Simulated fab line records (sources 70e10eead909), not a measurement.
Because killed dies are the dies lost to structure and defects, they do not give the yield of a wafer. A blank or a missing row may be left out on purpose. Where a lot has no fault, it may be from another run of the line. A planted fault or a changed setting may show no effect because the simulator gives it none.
Which of the tools did it? :: flow nand_harc :: 36 wafers from 12 lots sampled at 5 of the route's 1302 steps

## WHAT THE GAUGES READ, wafer by wafer
NHARC_A_START_INSPECT_01.
lot: L189
measured: day 6 16:07
on: defect_inspect-02
raw_defect_count: 0 5 3

lot: L190
measured: day 6 17:31
on: defect_inspect-02
raw_defect_count: 6 5 4

lot: L191
measured: day 7 07:15
on: defect_inspect-02
raw_defect_count: 3 5 5

lot: L192
measured: day 8 02:23
on: defect_inspect-01
raw_defect_count: 4 3 5

lot: L193
measured: day 8 05:31
on: defect_inspect-01
raw_defect_count: 3 4 2

lot: L195
measured: day 8 22:12
on: defect_inspect-01
raw_defect_count: 1 4 5

lot: L196
measured: day 9 17:55
on: defect_inspect-01
raw_defect_count: 2 2 1

lot: L205
measured: day 13 08:37
on: defect_inspect-01
raw_defect_count: 5 5 2

lot: L206
measured: day 13 14:07
on: defect_inspect-02
raw_defect_count: 5 10 1

lot: L207
measured: day 14 04:58
on: defect_inspect-01
raw_defect_count: 4 4 3

lot: L208
measured: day 14 09:08
on: defect_inspect-02
raw_defect_count: 6 3 3

lot: L209
measured: day 14 21:47
on: defect_inspect-01
raw_defect_count: 4 2 4

NHARC_A_ZERO_WELL_CD_MEAS_10 targets a cd of 2000 nm.
lot: L189
measured: day 6 16:58
on: cd_sem-02
cd_nm (nm): 1998.7 1998.4 2000.7

lot: L190
measured: day 6 18:14
on: cd_sem-02
cd_nm (nm): 2002.0 2002.0 2002.6

lot: L191
measured: day 7 08:07
on: cd_sem-03
cd_nm (nm): 2000.9 2000.2 1999.8

lot: L192
measured: day 8 03:14
on: cd_sem-01
cd_nm (nm): 2000.0 2000.2 1999.7

lot: L193
measured: day 8 06:22
on: cd_sem-03
cd_nm (nm): 2003.4 2002.7 2003.4

lot: L195
measured: day 8 23:03
on: cd_sem-03
cd_nm (nm): 2001.4 2000.5 1999.9

lot: L196
measured: day 9 18:46
on: cd_sem-03
cd_nm (nm): 2000.3 2001.7 2001.9

lot: L205
measured: day 13 09:27
on: cd_sem-02
cd_nm (nm): 1999.9 1999.5 2000.4

lot: L206
measured: day 13 14:57
on: cd_sem-01
cd_nm (nm): 2001.6 2000.8 2000.5

lot: L207
measured: day 14 05:49
on: cd_sem-01
cd_nm (nm): 2002.2 2001.1 2001.5

lot: L208
measured: day 14 09:58
on: cd_sem-02
cd_nm (nm): 2001.5 2003.8 2001.9

lot: L209
measured: day 14 22:30
on: cd_sem-02
cd_nm (nm): 2003.8 2003.2 1999.9

NHARC_A_SOURCE_PLATE_THK_MEAS_06: measures by ellipsometry.
lot: L189
measured: day 7 15:10
on: film_metro-02
thk_nm (nm): 199.1 201.9 199.1

lot: L190
measured: day 7 15:10
on: film_metro-01
thk_nm (nm): 198.4 199.0 198.4

lot: L191
measured: day 8 05:38
on: film_metro-02
thk_nm (nm): 200.5 199.1 202.9

lot: L192
measured: day 9 01:18
on: film_metro-02
thk_nm (nm): 198.7 200.3 200.0

lot: L193
measured: day 9 06:10
on: film_metro-02
thk_nm (nm): 198.3 197.0 201.0

lot: L195
measured: day 10 00:29
on: film_metro-02
thk_nm (nm): 201.8 200.3 203.4

lot: L196
measured: day 10 15:07
on: film_metro-01
thk_nm (nm): 200.1 197.8 199.6

lot: L205
measured: day 14 11:20
on: film_metro-02
thk_nm (nm): 151.7 150.0 150.5

lot: L206
measured: day 14 11:20
on: film_metro-01
thk_nm (nm): 153.4 149.9 150.2

lot: L207
measured: day 15 03:43
on: film_metro-02
thk_nm (nm): 201.2 202.3 200.9

lot: L208
measured: day 15 09:15
on: film_metro-01
thk_nm (nm): 199.0 197.9 201.5

lot: L209
measured: day 15 21:19
on: film_metro-01
thk_nm (nm): 201.4 203.1 201.5

## EACH LOT AND THE TOOL THAT RAN IT (in order: tool; ch and the chambers of the sampled wafers; start)
lot: L189
NHARC_P_BONDPAD_DEGAS_25: pvd_sputter-03, day 6 14:02
NHARC_A_SOURCE_PLATE_CVD_03: lpcvd_poly-02 ch 0, day 7 04:15

lot: L190
NHARC_P_BONDPAD_DEGAS_25: pvd_sputter-02, day 6 15:23
NHARC_A_SOURCE_PLATE_CVD_03: lpcvd_poly-02 ch 0, day 7 04:15

lot: L191
NHARC_P_BONDPAD_DEGAS_25: pvd_sputter-01, day 7 05:09
NHARC_A_SOURCE_PLATE_CVD_03: lpcvd_poly-01 ch 0, day 7 19:12

lot: L192
NHARC_P_BONDPAD_DEGAS_25: pvd_sputter-02, day 8 00:18
NHARC_A_SOURCE_PLATE_CVD_03: lpcvd_poly-01 ch 0, day 8 14:32

lot: L193
NHARC_P_BONDPAD_DEGAS_25: pvd_sputter-01, day 8 03:26
NHARC_A_SOURCE_PLATE_CVD_03: lpcvd_poly-01 ch 0, day 8 19:50

lot: L195
NHARC_P_BONDPAD_DEGAS_25: pvd_sputter-01, day 8 20:07
NHARC_A_SOURCE_PLATE_CVD_03: lpcvd_poly-01 ch 0, day 9 09:59

lot: L196
NHARC_P_BONDPAD_DEGAS_25: pvd_sputter-03, day 9 15:44
NHARC_A_SOURCE_PLATE_CVD_03: lpcvd_poly-02 ch 0, day 10 04:41

lot: L205
NHARC_P_BONDPAD_DEGAS_25: pvd_sputter-02, day 13 06:28
NHARC_A_SOURCE_PLATE_CVD_03: lpcvd_poly-01 ch 0, day 13 23:32

lot: L206
NHARC_P_BONDPAD_DEGAS_25: pvd_sputter-01, day 13 12:02
NHARC_A_SOURCE_PLATE_CVD_03: lpcvd_poly-01 ch 0, day 13 23:32

lot: L207
NHARC_P_BONDPAD_DEGAS_25: pvd_sputter-01, day 14 02:41
NHARC_A_SOURCE_PLATE_CVD_03: lpcvd_poly-04 ch 0, day 14 17:11

lot: L208
NHARC_P_BONDPAD_DEGAS_25: pvd_sputter-02, day 14 06:55
NHARC_A_SOURCE_PLATE_CVD_03: lpcvd_poly-04 ch 0, day 14 21:16

lot: L209
NHARC_P_BONDPAD_DEGAS_25: pvd_sputter-02, day 14 19:40
NHARC_A_SOURCE_PLATE_CVD_03: lpcvd_poly-04 ch 0, day 15 10:01
- NHARC_P_BONDPAD_DEGAS_25: time 60 s.
- NHARC_A_SOURCE_PLATE_CVD_03: deposits poly-Si, target thk 200 nm, time 4000 s.

## AS READ BY THE TOOLS THEMSELVES (means over the sampled wafers that have a number; for cases with no such wafer, the mark the record gives instead)
NHARC_P_BONDPAD_DEGAS_25.
lot: L189
tool: pvd_sputter-03
heater_power_w (W): 509

lot: L190
tool: pvd_sputter-02
heater_power_w (W): 432

lot: L191
tool: pvd_sputter-01
heater_power_w (W): 463

lot: L192
tool: pvd_sputter-02
heater_power_w (W): 457

lot: L193
tool: pvd_sputter-01
heater_power_w (W): 487

lot: L195
tool: pvd_sputter-01
heater_power_w (W): 483

lot: L196
tool: pvd_sputter-03
heater_power_w (W): 448

lot: L205
tool: pvd_sputter-02
heater_power_w (W): 466

lot: L206
tool: pvd_sputter-01
heater_power_w (W): 453

lot: L207
tool: pvd_sputter-01
heater_power_w (W): 431

lot: L208
tool: pvd_sputter-02
heater_power_w (W): 447

lot: L209
tool: pvd_sputter-02
heater_power_w (W): 449

NHARC_A_SOURCE_PLATE_CVD_03.
lot: L189
tool: lpcvd_poly-02
spike_tc_bottom_C (C): 636.3
spike_tc_centre_C (C): 620.5
spike_tc_lower_C (C): 619.8
spike_tc_top_C (C): 636.1
spike_tc_upper_C (C): 618.8
tube_center_temp_C (C): 620.02

lot: L190
tool: lpcvd_poly-02
spike_tc_bottom_C (C): 636.3
spike_tc_centre_C (C): 620.6
spike_tc_lower_C (C): 620.0
spike_tc_top_C (C): 636.0
spike_tc_upper_C (C): 618.9
tube_center_temp_C (C): 620.02

lot: L191
tool: lpcvd_poly-01
spike_tc_bottom_C (C): 643.0
spike_tc_centre_C (C): 619.8
spike_tc_lower_C (C): 621.4
spike_tc_top_C (C): 640.2
spike_tc_upper_C (C): 619.5
tube_center_temp_C (C): 620.06

lot: L192
tool: lpcvd_poly-01
spike_tc_bottom_C (C): 641.6
spike_tc_centre_C (C): 620.8
spike_tc_lower_C (C): 621.7
spike_tc_top_C (C): 639.8
spike_tc_upper_C (C): 619.6
tube_center_temp_C (C): 620.01

lot: L193
tool: lpcvd_poly-01
spike_tc_bottom_C (C): 641.5
spike_tc_centre_C (C): 620.5
spike_tc_lower_C (C): 620.7
spike_tc_top_C (C): 639.0
spike_tc_upper_C (C): 620.3
tube_center_temp_C (C): 619.97

lot: L195
tool: lpcvd_poly-01
spike_tc_bottom_C (C): 641.5
spike_tc_centre_C (C): 619.2
spike_tc_lower_C (C): 621.8
spike_tc_top_C (C): 639.7
spike_tc_upper_C (C): 619.7
tube_center_temp_C (C): 620.03

lot: L196
tool: lpcvd_poly-02
spike_tc_bottom_C (C): 636.7
spike_tc_centre_C (C): 620.2
spike_tc_lower_C (C): 619.6
spike_tc_top_C (C): 636.9
spike_tc_upper_C (C): 619.6
tube_center_temp_C (C): 619.97

lot: L205
tool: lpcvd_poly-01
spike_tc_bottom_C (C): 629.0
spike_tc_centre_C (C): 607.1
spike_tc_lower_C (C): 609.3
spike_tc_top_C (C): 628.2
spike_tc_upper_C (C): 607.5
tube_center_temp_C (C): 607.72

lot: L206
tool: lpcvd_poly-01
spike_tc_bottom_C (C): 629.8
spike_tc_centre_C (C): 607.2
spike_tc_lower_C (C): 609.5
spike_tc_top_C (C): 628.1
spike_tc_upper_C (C): 606.7
tube_center_temp_C (C): 607.68

lot: L207
tool: lpcvd_poly-04
spike_tc_bottom_C (C): 640.1
spike_tc_centre_C (C): 621.5
spike_tc_lower_C (C): 620.7
spike_tc_top_C (C): 635.0
spike_tc_upper_C (C): 618.9
tube_center_temp_C (C): 620.00

lot: L208
tool: lpcvd_poly-04
spike_tc_bottom_C (C): 641.0
spike_tc_centre_C (C): 622.6
spike_tc_lower_C (C): 621.7
spike_tc_top_C (C): 635.2
spike_tc_upper_C (C): 617.7
tube_center_temp_C (C): 620.02

lot: L209
tool: lpcvd_poly-04
spike_tc_bottom_C (C): 639.9
spike_tc_centre_C (C): 621.6
spike_tc_lower_C (C): 621.8
spike_tc_top_C (C): 635.0
spike_tc_upper_C (C): 618.3
tube_center_temp_C (C): 620.00

## THE ANSWER, worked out from the rows above alone
Rule: the lots themselves supply what counts as usual. Put in order of their means at a reading, lots are off if they are a third of the lots or fewer, leave a main group of 4 or more, and stand apart from it by a gap of 3 or more times the standard deviation of the main group's means; of several such gaps the widest counts. A main group is skipped when, at the precision printed for the reading in the tables above, its means are all equal. Also off: a lot with no number at a reading for which 4 or more lots have one. All remaining lots with rows at the step are treated as sound. Order of review: gauges by route order, followed by the tools' own readings, for which a lot's mean as printed above is used. At the first step where some lot is off, the reading lying furthest off is the one used; lots without a number count as furthest.
Off: L205, L206 (NHARC_A_SOURCE_PLATE_THK_MEAS_06, thk_nm). Mean 200.2 nm and standard deviation 1.2 in the main group.
If a tool, at a process step before that reading, ran all the lots that are off and no sound lot after the first of them, it fits. Not tried: the gauges at NHARC_A_SOURCE_PLATE_THK_MEAS_06; whatever is off there is also off at NHARC_A_SOURCE_PLATE_CVD_03, on other tools, and gauge error can't account for it. One fits: lpcvd_poly-01 at NHARC_A_SOURCE_PLATE_CVD_03. A fault onset in the window from L195 (day 9 09:59, its last sound lot) to L205 (day 13 23:32, its first lot off) fits.
The tool's own readings at NHARC_A_SOURCE_PLATE_CVD_03 bear it out: on the lots that are off they differ by more than 5 times the standard deviation of the sound lots' means. spike_tc_centre_C reads 607.2 C there against 620.7 C on the sound lots; spike_tc_lower_C reads 609.4 C there against 620.9 C on the sound lots; spike_tc_upper_C reads 607.1 C there against 619.1 C on the sound lots; tube_center_temp_C reads 607.70 C there against 620.01 C on the sound lots.

## WHAT WAS PUT IN BY THE SIMULATOR
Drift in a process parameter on lpcvd_poly-01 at NHARC_A_SOURCE_PLATE_CVD_03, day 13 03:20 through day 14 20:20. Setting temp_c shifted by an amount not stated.
Struck lots among those shown: L205, L206. Same finding as the rule above.
